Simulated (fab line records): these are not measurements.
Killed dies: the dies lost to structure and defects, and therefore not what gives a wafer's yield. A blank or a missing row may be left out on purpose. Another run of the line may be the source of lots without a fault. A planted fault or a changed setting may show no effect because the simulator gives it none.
fab line records -- flow n5_finfet
record: lots: 10, wafers: 29, last_day: 18
route steps=1938 shown BEOL_M1@818 BEOL_M4@1111 PASSIVATION@1936
lots that met no fault: from a run of the same line without faults
start_h: start of the lot's first displayed wafer, in hours after the record's first day -- wait_h: hours since the lot's step before -- " same as the row above -- L1.1+2: a row that stands for several wafers -- - no value, or no start was given -- * or withheld: withheld -- < > ~ a bound
route shown NAME@n: names a module that has steps shown in the file, with the first one's number in the route -- usual: mean/standard deviation of fault-free wafers -- same: alike in all rows -- chamber/n: place in a boat -- sites: each site's reading -- _std_site: standard deviation across them -- _edge_site: the outer-site mean with the inner-site mean subtracted -- radius_mm: for every site, how far away it sits from the centre of the wafer -- mask NAME#n: copy n -- behind: the tool/chamber that last shaped the wafer -- hold: what put the lot on hold/how long, in hours/how the hold closed -- device: the transistor (n, p or np) that didn't switch -- end of line: tests of these same wafers at the route's end -- a step without rows: its recipe alone -- killed: not the wafer's yield, but the dies lost to structure and defects at the first sort -- map: a wafer's dies, marking killed ones x, the rest . and places with no die _
set.NAME: the setting that was run; set.NAME@STEP: the one run at that earlier step -- model.NAME: the simulator's own value behind a step, which no gauge read
steps of the route over a sample of lots; a table a step, a row a wafer
services: from which hour (start_h, from the record's first day; less than 0 if before it) a tool's chamber was out of use, for how many hours, and why
== steps ==
step: N5_BEOL_M1_SPUTTER_81
recipe: material: Cu, target_thk_a: 45, temp_c: -20, chamber_pressure_pa: 0.07, power_w: withheld, time_s: 8.29
usual: chamber_pressure_pa: 0.07002/0.00014, chuck_gas_flow_sccm: 1.26/0.059, throttle_valve_pct: 30.3/1.2, time_s: 8.29/0
lot.wafer,tool,chamber,start_h,wait_h,chamber_pressure_pa,chuck_gas_flow_sccm,throttle_valve_pct,time_s
L372.1,pvd_sputter-03,-,137.83,0.1,0.0701,1.30,28.7,8.29
L372.3,pvd_sputter-03,-,137.83,0.1,0.06999,1.18,32.0,8.29
L372.4,pvd_sputter-03,-,137.83,0.1,0.07022,1.26,29.2,8.29
L378.1,pvd_sputter-01,-,168.71,0.1,0.07002,1.22,31.2,8.29
L378.4,pvd_sputter-01,-,168.71,0.1,0.06995,1.28,31.4,8.29
L378.5,pvd_sputter-01,-,168.71,0.1,0.06985,1.32,28.9,8.29
L385.1,pvd_sputter-01,-,230.44,0.1,-,-,-,-
L385.4,pvd_sputter-01,-,230.44,0.1,-,-,-,-
L385.5,pvd_sputter-01,-,230.44,0.1,-,-,-,-
L388.3,pvd_sputter-01,-,234.34,0.1,-,-,-,-
L388.4,pvd_sputter-01,-,234.34,0.1,-,-,-,-
L388.6,pvd_sputter-01,-,234.34,0.1,-,-,-,-
L389.3,pvd_sputter-01,-,242.68,0.1,0.06986,1.25,31.5,8.29
L389.4,pvd_sputter-01,-,242.68,0.1,0.07012,1.18,28.3,8.29
L389.6,pvd_sputter-01,-,242.68,0.1,0.07007,1.16,28.4,8.29
L390.3,pvd_sputter-02,-,250.20,0.1,0.07015,1.29,30.9,8.29
L390.4,pvd_sputter-02,-,250.20,0.1,0.07004,1.25,30.3,8.29
L390.6,pvd_sputter-02,-,250.20,0.1,0.06977,1.31,29.1,8.29
L391.1,pvd_sputter-02,-,256.33,0.1,0.06991,1.22,29.1,8.29
L391.5,pvd_sputter-02,-,256.33,0.1,0.07003,1.32,30.2,8.29
L391.6,pvd_sputter-02,-,256.33,0.1,0.07011,1.19,30.9,8.29
L392.2,pvd_sputter-03,-,261.77,0.1,0.06987,1.22,31.4,8.29
L392.4,pvd_sputter-03,-,261.77,0.1,0.07012,1.35,32.0,8.29
L392.6,pvd_sputter-03,-,261.77,0.1,0.07013,1.26,28.6,8.29
L393.5,pvd_sputter-01,-,267.01,0.0,0.06993,1.24,31.4,8.29
L393.6,pvd_sputter-01,-,267.01,0.0,0.06992,1.24,31.6,8.29
L394.1,pvd_sputter-02,-,273.55,0.1,0.06995,1.30,30.4,8.29
L394.2,pvd_sputter-02,-,273.55,0.1,0.07003,1.18,30.6,8.29
L394.3,pvd_sputter-02,-,273.55,0.1,0.07,1.09,30.7,8.29
step: N5_BEOL_M1_SPUTTER_88
recipe: material: Cu, target_thk_a: 45, temp_c: -20, chamber_pressure_pa: 0.07, power_w: withheld, time_s: 8.29
usual: chamber_pressure_pa: 0.07002/0.00014, chuck_gas_flow_sccm: 1.26/0.055, throttle_valve_pct: 30.3/1.3
same: time_s: 8.29
lot.wafer,tool,chamber,start_h,wait_h,chamber_pressure_pa,chuck_gas_flow_sccm,throttle_valve_pct
L372.1,pvd_sputter-03,-,138.27,0.1,0.07012,1.23,28.7
L372.3,pvd_sputter-03,-,138.27,0.1,0.06995,1.22,32.1
L372.4,pvd_sputter-03,-,138.27,0.1,0.06988,1.26,29.0
L378.1,pvd_sputter-01,-,169.15,0.1,0.06989,1.36,31.4
L378.4,pvd_sputter-01,-,169.15,0.1,0.06982,1.32,31.0
L378.5,pvd_sputter-01,-,169.15,0.1,0.07019,1.30,28.2
L385.1,pvd_sputter-01,-,230.88,0.1,0.07023,1.26,28.5
L385.4,pvd_sputter-01,-,230.88,0.1,0.07003,1.31,31.5
L385.5,pvd_sputter-01,-,230.88,0.1,0.07017,1.33,30.3
L388.3,pvd_sputter-01,-,234.78,0.1,0.07,1.23,31.5
L388.4,pvd_sputter-01,-,234.78,0.1,0.07018,1.23,28.4
L388.6,pvd_sputter-01,-,234.78,0.1,0.06991,1.30,30.5
L389.3,pvd_sputter-01,-,243.12,0.1,0.07005,1.21,31.3
L389.4,pvd_sputter-01,-,243.12,0.1,0.06995,1.28,28.4
L389.6,pvd_sputter-01,-,243.12,0.1,0.06994,1.25,28.8
L390.3,pvd_sputter-02,-,250.64,0.1,0.06985,1.29,31.0
L390.4,pvd_sputter-02,-,250.64,0.1,0.06987,1.26,30.1
L390.6,pvd_sputter-02,-,250.64,0.1,0.07017,1.21,28.9
L391.1,pvd_sputter-02,-,256.77,0.1,0.07023,1.15,28.9
L391.5,pvd_sputter-02,-,256.77,0.1,0.06988,1.38,30.4
L391.6,pvd_sputter-02,-,256.77,0.1,0.06996,1.20,30.9
L392.2,pvd_sputter-03,-,262.21,0.1,0.07017,1.27,31.7
L392.4,pvd_sputter-03,-,262.21,0.1,0.07002,1.27,32.0
L392.6,pvd_sputter-03,-,262.21,0.1,0.06996,1.30,28.4
L393.5,pvd_sputter-01,-,267.45,0.0,0.07014,1.21,31.3
L393.6,pvd_sputter-01,-,267.45,0.0,0.07008,1.24,32.0
L394.1,pvd_sputter-02,-,273.99,0.1,0.07009,1.29,30.3
L394.2,pvd_sputter-02,-,273.99,0.1,0.06991,1.23,30.9
L394.3,pvd_sputter-02,-,273.99,0.1,0.06991,1.23,31.0
step: N5_BEOL_M1_SPUTTER_90
recipe: material: Cu, target_thk_a: 45, temp_c: -20, chamber_pressure_pa: 0.07, power_w: withheld, time_s: 8.29
usual: chamber_pressure_pa: 0.06999/0.00012, chuck_gas_flow_sccm: 1.27/0.056, throttle_valve_pct: 30.3/1.3
same: time_s: 8.29
lot.wafer,tool,chamber,start_h,wait_h,chamber_pressure_pa,chuck_gas_flow_sccm,throttle_valve_pct
L372.1,pvd_sputter-03,-,138.49,0.1,0.06992,1.35,28.7
L372.3,pvd_sputter-03,-,138.49,0.1,0.07004,1.29,32.4
L372.4,pvd_sputter-03,-,138.49,0.1,0.06998,1.31,29.0
L378.1,pvd_sputter-01,-,169.37,0.1,0.07007,1.23,31.4
L378.4,pvd_sputter-01,-,169.37,0.1,0.07013,1.25,31.5
L378.5,pvd_sputter-01,-,169.37,0.1,0.07013,1.31,28.4
L385.1,pvd_sputter-01,-,231.10,0.1,0.07024,1.24,28.4
L385.4,pvd_sputter-01,-,231.10,0.1,0.06987,1.18,31.2
L385.5,pvd_sputter-01,-,231.10,0.1,0.07016,1.33,30.1
L388.3,pvd_sputter-01,-,235.00,0.1,0.07002,1.26,31.4
L388.4,pvd_sputter-01,-,235.00,0.1,0.06985,1.23,28.2
L388.6,pvd_sputter-01,-,235.00,0.1,0.07021,1.37,30.2
L389.3,pvd_sputter-01,-,243.34,0.1,0.06983,1.29,31.4
L389.4,pvd_sputter-01,-,243.34,0.1,0.07006,1.26,28.3
L389.6,pvd_sputter-01,-,243.34,0.1,0.06971,1.25,28.7
L390.3,pvd_sputter-02,-,250.86,0.1,0.07005,1.24,30.8
L390.4,pvd_sputter-02,-,250.86,0.1,0.07019,1.26,30.1
L390.6,pvd_sputter-02,-,250.86,0.1,0.07007,1.29,29.3
L391.1,pvd_sputter-02,-,256.99,0.1,0.06979,1.28,29.1
L391.5,pvd_sputter-02,-,256.99,0.1,0.07012,1.21,30.1
L391.6,pvd_sputter-02,-,256.99,0.1,0.07016,1.22,30.7
L392.2,pvd_sputter-03,-,262.43,0.1,0.07002,1.24,31.6
L392.4,pvd_sputter-03,-,262.43,0.1,0.07021,1.33,31.9
L392.6,pvd_sputter-03,-,262.43,0.1,0.06976,1.34,28.5
L393.5,pvd_sputter-01,-,267.67,0.0,0.07008,1.19,31.5
L393.6,pvd_sputter-01,-,267.67,0.0,0.06993,1.31,31.8
L394.1,pvd_sputter-02,-,274.21,0.1,0.07016,1.32,30.3
L394.2,pvd_sputter-02,-,274.21,0.1,0.07014,1.26,30.5
L394.3,pvd_sputter-02,-,274.21,0.1,0.07005,1.30,30.9
step: N5_BEOL_M1_ANNEAL_91
recipe: temp_c: 400, time_s: 240, ambient: vacuum
usual: heater_power_w: 824/100
same: time_s: 240
lot.wafer,tool,chamber,start_h,wait_h,heater_power_w
L372.1,pvd_sputter-03,-,138.57,0.0,745
L372.3,pvd_sputter-03,-,138.57,0.0,856
L372.4,pvd_sputter-03,-,138.57,0.0,946
L378.1,pvd_sputter-01,-,169.45,0.0,941
L378.4,pvd_sputter-01,-,169.45,0.0,945
L378.5,pvd_sputter-01,-,169.45,0.0,729
L385.1,pvd_sputter-01,-,231.18,0.0,743
L385.4,pvd_sputter-01,-,231.18,0.0,914
L385.5,pvd_sputter-01,-,231.18,0.0,785
L388.3,pvd_sputter-01,-,235.08,0.0,941
L388.4,pvd_sputter-01,-,235.08,0.0,760
L388.6,pvd_sputter-01,-,235.08,0.0,780
L389.3,pvd_sputter-01,-,243.42,0.0,944
L389.4,pvd_sputter-01,-,243.42,0.0,746
L389.6,pvd_sputter-01,-,243.42,0.0,749
L390.3,pvd_sputter-02,-,250.94,0.0,717
L390.4,pvd_sputter-02,-,250.94,0.0,794
L390.6,pvd_sputter-02,-,250.94,0.0,759
L391.1,pvd_sputter-02,-,257.07,0.0,766
L391.5,pvd_sputter-02,-,257.07,0.0,787
L391.6,pvd_sputter-02,-,257.07,0.0,733
L392.2,pvd_sputter-03,-,262.51,0.0,698
L392.4,pvd_sputter-03,-,262.51,0.0,884
L392.6,pvd_sputter-03,-,262.51,0.0,746
L393.5,pvd_sputter-01,-,267.78,0.1,913
L393.6,pvd_sputter-01,-,267.78,0.1,787
L394.1,pvd_sputter-02,-,274.29,0.0,806
L394.2,pvd_sputter-02,-,274.29,0.0,723
L394.3,pvd_sputter-02,-,274.29,0.0,1078
step: N5_BEOL_M4_RC_MEAS_101
usual: DIBL_N: 35.7/1.5, DIBL_P: 35.7/2, IOFF_N: 0.155/0.026, IOFF_P: 0.20/0.031, ION_N: 675/11, ION_P: 462/7.1, SS_N: 71.3/0.57, SS_P: 73.1/0.56, VT_N: 250/3, VT_P: -251/3
lot.wafer,tool,chamber,start_h,wait_h,DIBL_N[mV/V],DIBL_P[mV/V],IOFF_N[nA/um],IOFF_P[nA/um],ION_N[uA/um],ION_P[uA/um],SS_N[mV/dec],SS_P[mV/dec],VT_N[mV],VT_P[mV]
L372.1,prober-01,0,185.28,0.0,37.9,38.4,0.208,0.24,696,472,72.1,73.4,245,-247
L372.3,prober-01,0,185.28,0.0,37.5,37.2,0.182,0.23,671,461,71.8,73.3,247,-248
L372.4,prober-01,0,185.28,0.0,35.9,36.3,0.166,0.22,688,474,70.9,73.4,247,-249
L378.1,prober-01,0,217.48,0.7,34.3,34.2,0.123,0.16,676,456,71.0,73.0,253,-253
L378.4,prober-01,0,217.48,0.7,31.8,31.0,0.089,0.13,667,460,70.7,72.3,259,-258
L378.5,prober-01,0,217.48,0.7,32.5,31.7,0.099,0.13,658,453,70.8,71.9,257,-258
L385.1,prober-02,0,267.64,0.0,34.9,35.7,0.146,0.18,680,461,70.7,72.8,249,-250
L385.4,prober-02,0,267.64,0.0,35.6,35.3,0.153,0.18,667,459,70.9,73.2,250,-250
L385.5,prober-02,0,267.64,0.0,35.3,36.2,0.148,0.20,676,465,70.3,73.6,250,-252
L388.3,prober-01,0,267.86,0.3,35.5,35.8,0.158,0.20,681,464,70.7,73.1,246,-251
L388.4,prober-01,0,267.86,0.3,37.5,39.5,0.209,0.26,700,476,71.8,73.2,242,-247
L388.6,prober-01,0,267.86,0.3,35.3,35.7,0.144,0.20,661,460,71.2,72.8,249,-250
L390.3,prober-01,0,286.34,0.3,34.8,33.1,0.112,0.18,654,458,71.0,72.4,255,-251
L390.4,prober-01,0,286.34,0.3,36.9,36.3,0.160,0.23,682,474,71.2,73.0,248,-247
L390.6,prober-01,0,286.34,0.3,36.3,35.8,0.146,0.22,679,468,71.5,72.6,250,-249
L389.3,prober-02,0,293.25,0.3,33.4,34.3,0.121,0.14,668,450,71.4,72.9,253,-256
L389.4,prober-02,0,293.25,0.3,34.1,34.8,0.133,0.15,677,455,71.6,72.9,250,-257
L389.6,prober-02,0,293.25,0.3,34.6,35.3,0.136,0.15,677,456,71.7,72.8,250,-258
L391.1,prober-01,0,305.37,0.0,34.4,34.9,0.137,0.18,666,456,71.0,72.7,251,-253
L391.5,prober-01,0,305.37,0.0,33.9,34.4,0.128,0.18,659,456,71.1,72.4,252,-255
L391.6,prober-01,0,305.37,0.0,36.7,37.3,0.166,0.21,675,459,71.2,73.2,250,-253
L392.2,prober-02,0,312.09,0.2,31.0,29.9,0.093,0.14,657,459,69.6,71.6,255,-254
L392.4,prober-02,0,312.09,0.2,36.2,35.2,0.162,0.20,678,460,71.8,73.4,248,-250
L392.6,prober-02,0,312.09,0.2,37.6,38.5,0.201,0.26,679,464,71.5,73.3,249,-248
L393.5,prober-01,0,312.16,0.6,36.4,38.0,0.163,0.20,666,459,71.1,73.1,246,-252
L393.6,prober-01,0,312.16,0.6,37.0,39.4,0.172,0.22,676,464,71.1,73.1,249,-251
L394.1,prober-02,0,320.07,0.0,36.7,38.3,0.173,0.21,680,466,72.6,73.2,247,-251
L394.2,prober-02,0,320.07,0.0,37.4,38.4,0.189,0.22,674,461,71.5,73.3,246,-251
L394.3,prober-02,0,320.07,0.0,35.5,37.9,0.159,0.21,683,462,72.3,72.8,249,-250
step: N5_PASSIVATION_PROBE_49
usual: defect_limited_yield: 91.4/1.5, killed_at_M0_to_M3: 34/10, killed_at_M4_up: 15/6, killed_at_contacts: 12/6, killed_at_front_end: 37/11, killed_at_other: 3.3/2.8, killed_dies: 101/18, killed_open: 66/14, killed_short: 33/7.8, sort_bin_5_function: 5.0/0.97, sort_bin_6_memory: 3.2/0.72, sort_n_pass: 1079/18, sort_yield_pct: 91.4/1.5
same: gross_dies: 1180, killed_at_back_side: 0, sort_bin_4_leakage[%]: 0, sort_bin_8_speed[%]: 0
lot.wafer,tool,chamber,start_h,wait_h,defect_limited_yield[%],killed_at_M0_to_M3,killed_at_M4_up,killed_at_contacts,killed_at_front_end,killed_at_other,killed_dies,killed_open,killed_short,sort_bin_5_function[%],sort_bin_6_memory[%],sort_n_pass,sort_yield_pct[%]
L385.1,prober-02,-,386.45,0.0,87.5,60,34,6,43,5,148,81,54,7.0,4.6,1032,87.5
L385.4,prober-02,-,386.60,0.2,90.7,52,20,4,31,3,110,66,37,5.3,3.6,1070,90.7
L385.5,prober-02,-,386.65,0.2,90.6,50,21,6,34,0,111,73,33,4.8,4.0,1069,90.6
L388.3,prober-02,-,387.74,0.1,93.3,22,12,7,37,1,79,45,29,4.0,2.5,1101,93.3
L388.4,prober-02,-,387.79,0.2,91.9,24,20,16,31,5,96,59,31,4.7,3.2,1084,91.9
L388.6,prober-02,-,387.89,0.3,90.1,24,17,20,55,1,117,76,32,6.4,3.4,1063,90.1
killed by level:class
L385.1 BEOL_M0_SAQP:geometric_particle:short=16 BEOL_M2:geometric_particle:open=14 BEOL_M4:geometric_particle:open=14 BEOL_M0_SAQP:geometric_particle:open=11 FIN_SAQP:geometric_particle:short=9 FIN_SAQP:geometric_particle:open=6 BEOL_M1:interface_void_opened=6 ILD0:geometric_particle:open=5
L385.4 BEOL_M2:geometric_particle:open=19 BEOL_M0_SAQP:geometric_particle:short=12 BEOL_M0_SAQP:geometric_particle:open=7 BEOL_M5:geometric_particle:open=7 FIN_SAQP:geometric_particle:short=6 DUMMY_GATE:geometric_particle:open=5 BEOL_M1:interface_void_opened=5 GATE_CUT:geometric_particle:open=4
L385.5 BEOL_M0_SAQP:geometric_particle:open=12 BEOL_M0_SAQP:geometric_particle:short=11 BEOL_M2:geometric_particle:open=11 DUMMY_GATE:geometric_particle:open=9 FIN_SAQP:geometric_particle:short=7 FIN_SAQP:geometric_particle:open=7 BEOL_M4:geometric_particle:open=7 MOL_CONTACT_COAG:geometric_particle:open=5
L388.3 STI_FIN_REVEAL:geometric_particle:open=9 STI_FIN_REVEAL:geometric_particle:short=6 BEOL_M4:geometric_particle:open=6 BEOL_M1:geometric_particle:open=5 MOL_CONTACT_COAG:geometric_particle:open=5 BEOL_M1:interface_void_opened=5 GATE_CUT:geometric_particle:short=4 BEOL_M2:geometric_particle:short=4
L388.4 MOL_CONTACT_COAG:geometric_particle:open=13 STI_FIN_REVEAL:geometric_particle:open=11 BEOL_M4:geometric_particle:open=8 BEOL_M0_SAQP:geometric_particle:open=6 GATE_CUT:geometric_particle:short=5 BEOL_M2:geometric_particle:open=4 BEOL_M3:geometric_particle:open=4 MOL_CONTACT_COAG:geometric_particle:short=3
L388.6 STI_FIN_REVEAL:geometric_particle:open=21 MOL_CONTACT_COAG:geometric_particle:open=15 BEOL_M2:geometric_particle:open=7 BEOL_M1:geometric_particle:open=6 STI_FIN_REVEAL:geometric_particle:short=5 GATE_CUT:geometric_particle:short=5 MOL_CONTACT_COAG:geometric_particle:short=5 BEOL_M4:geometric_particle:open=5
== services ==
tool,chamber,start_h,hours,kind
pvd_sputter-03,-,144.93,4.2,repair
pvd_sputter-03,-,178.36,1.0,repair
== key ==
first_sign: step: N5_BEOL_M1_SPUTTER_81, reading: tool_record, direction: missing
effect none on later readings
met_at N5_BEOL_M1_SPUTTER_81
struck_lots L385,L388
not_acting_at N5_BEOL_M1_SPUTTER_88,N5_BEOL_M1_SPUTTER_90,N5_BEOL_M1_ANNEAL_91
onset_between 168.71 230.44
fault: kind: skipped_step_whole, tool: pvd_sputter-01, chamber: -, onset_h: 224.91, steps: N5_BEOL_M1_SPUTTER_81, scope: struck_lots_only
